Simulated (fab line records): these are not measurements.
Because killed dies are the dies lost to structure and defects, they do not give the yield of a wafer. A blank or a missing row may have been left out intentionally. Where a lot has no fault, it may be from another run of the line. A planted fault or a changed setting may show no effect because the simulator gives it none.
Matching of chambers ; flow n5-finfet ; N5_GATE_CUT_HM_DEP_46 on pecvd-03 has 3 sister chambers
The step deposits SiO2 from TEOS/O2, target thk 130 nm, time 26.6 s. 6 wafers are shown with their chamber, then 12 later ones without.

== WAFERS WITH THEIR CHAMBER ==
wafer;chamber;throttle-valve-pct (%);showerhead-plenum-p-Torr (Torr)
L088.1;2;17.4;8.39
L088.2;1;19.1;8.34
L088.3;0;18.2;8.30
L089.1;2;17.6;8.38
L089.3;0;18.2;8.31
L089.5;1;19.3;8.33

== WAFERS WHOSE CHAMBER IS MISSING ==
wafer;throttle-valve-pct (%);showerhead-plenum-p-Torr (Torr)
L091.1;17.7;8.38
L091.4;18.3;8.31
L091.5;17.8;8.40
L093.2;17.9;8.30
L093.3;19.1;8.35
L093.6;19.6;8.34
L094.1;19.3;8.35
L094.2;18.3;8.31
L094.4;18.4;8.30
L095.4;19.2;8.37
L095.5;17.4;8.39
L095.6;18.5;8.31

== EACH ONE'S CHAMBER ==
wafer;from the rows above;in truth
L091.1;2;2
L091.4;0;0
L091.5;2;2
L093.2;0;0
L093.3;1;1
L093.6;1;1
L094.1;1;1
L094.2;0;0
L094.4;0;0
L095.4;1;1
L095.5;2;2
L095.6;0;0
Placed correctly: 12 of 12. From these rows, 0 cannot be placed. Wrongly placed: 0.
How it was worked out, from the rows above alone: a wafer's distance from a chamber is the root of the sum, over the readings, of the square of ((its reading less the chamber's mean) divided by the reading's scatter). If the next closest chamber is less than 2 further off than the closest, the wafer can't be placed; otherwise it belongs to the closest. For every chamber, the mean is computed from those of its wafers that are shown. The scatter: the root of (the sum of the squares of (reading less its chamber's mean) over the shown wafers, divided by (wafers less chambers)).
